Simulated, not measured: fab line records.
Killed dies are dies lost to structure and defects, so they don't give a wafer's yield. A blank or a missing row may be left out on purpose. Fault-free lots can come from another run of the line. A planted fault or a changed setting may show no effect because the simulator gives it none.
Which tool is to blame? / flow nand-harc / 6 lots with 18 wafers sampled at 5 steps, on a route of 1159 steps

== WHAT THE GAUGES SHOWED, per wafer ==
NHARC_END_SORT_01.
lot=L193; measured=day 24 06:50; on=prober-01; killed-at-array=669 674 673

== EACH LOT AND THE TOOL THAT RAN IT (in order: tool; ch and the chambers of the sampled wafers; start) ==
lot=L172; NHARC_A_STAIRCASE_ETCH_190=rie-diel-11 ch 1,2, day 11 12:25 or earlier; NHARC_A_STAIRCASE_TRIM_191=rie-diel-11 ch 1,2,3, day 11 12:25; NHARC_A_STAIRCASE_ETCH_192=rie-diel-11 ch 0,1,2, day 11 12:59 or earlier; NHARC_A_STAIRCASE_TRIM_196=rie-diel-11 ch 0,1,3, day 11 12:59
lot=L174; NHARC_A_STAIRCASE_ETCH_190=rie-diel-01 ch 0,1,3, day 11 22:00 or earlier; NHARC_A_STAIRCASE_TRIM_191=rie-diel-01 ch 1,2,3, day 11 22:00; NHARC_A_STAIRCASE_ETCH_192=rie-diel-01 ch 0,3, day 11 22:34 or earlier; NHARC_A_STAIRCASE_TRIM_196=rie-diel-11 ch 0,3, day 11 22:34
lot=L179; NHARC_A_STAIRCASE_ETCH_190=rie-diel-11 ch 1,2,3, day 13 04:01 or earlier; NHARC_A_STAIRCASE_TRIM_191=rie-diel-11 ch 0,2,3, day 13 04:01; NHARC_A_STAIRCASE_ETCH_192=rie-diel-11 ch 0,1,3, day 13 04:44 or earlier; NHARC_A_STAIRCASE_TRIM_196=rie-diel-13 ch 0,1,3, day 13 04:44
lot=L181; NHARC_A_STAIRCASE_ETCH_190=rie-diel-01 ch 0,2,3, day 14 01:20 or earlier; NHARC_A_STAIRCASE_TRIM_191=rie-diel-01 ch 0,1,3, day 14 01:20; NHARC_A_STAIRCASE_ETCH_192=rie-diel-01 ch 0,1,3, day 14 02:01 or earlier; NHARC_A_STAIRCASE_TRIM_196=rie-diel-13 ch 0,2,3, day 14 02:01
lot=L187; NHARC_A_STAIRCASE_ETCH_190=rie-diel-13 ch 0,1,2, day 15 00:08 or earlier; NHARC_A_STAIRCASE_TRIM_191=rie-diel-13 ch 0,2,3, day 15 00:08; NHARC_A_STAIRCASE_ETCH_192=rie-diel-13 ch 0,3, day 15 02:06 or earlier; NHARC_A_STAIRCASE_TRIM_196=rie-diel-01 ch 0,1, day 15 02:06
lot=L193; NHARC_A_STAIRCASE_ETCH_190=rie-diel-13 ch 2,3, day 16 16:01 or earlier; NHARC_A_STAIRCASE_TRIM_191=rie-diel-13 ch 0,1,2, day 16 16:01; NHARC_A_STAIRCASE_ETCH_192=rie-diel-13 ch 1,3, day 16 16:36 or earlier; NHARC_A_STAIRCASE_TRIM_196=rie-diel-11 ch 0,1,3, day 16 16:36
- NHARC_A_STAIRCASE_ETCH_190: etches the open film in C4F8/O2, target depth 100 nm, time 40.5 s.
- NHARC_A_STAIRCASE_TRIM_191: chemistry O2, time 211.2 s.
- NHARC_A_STAIRCASE_ETCH_192: etches the open film in C4F8/O2, target depth 100 nm, time 40.5 s.
- NHARC_A_STAIRCASE_TRIM_196: chemistry O2, time 211.2 s.

== THE ANSWER, worked out from the rows above alone ==
Rule: usual is defined by the lots themselves. The widest of any qualifying gaps counts: lots, ordered by their means at a reading, are off when they make up no more than a third of the lots, leave a main group of 4 or more, and stand apart from it by 3 or more times the standard deviation of that group's means. A main group is skipped when, at the precision printed for the reading in the tables above, its means are all equal. A lot without any number at a reading at which 4 lots or more have one is off too. Where the step has rows for the other lots, those lots are counted as sound.
Nothing can be told from this: no lot is off at any reading shown.

== WHAT THE SIMULATOR PUT IN ==
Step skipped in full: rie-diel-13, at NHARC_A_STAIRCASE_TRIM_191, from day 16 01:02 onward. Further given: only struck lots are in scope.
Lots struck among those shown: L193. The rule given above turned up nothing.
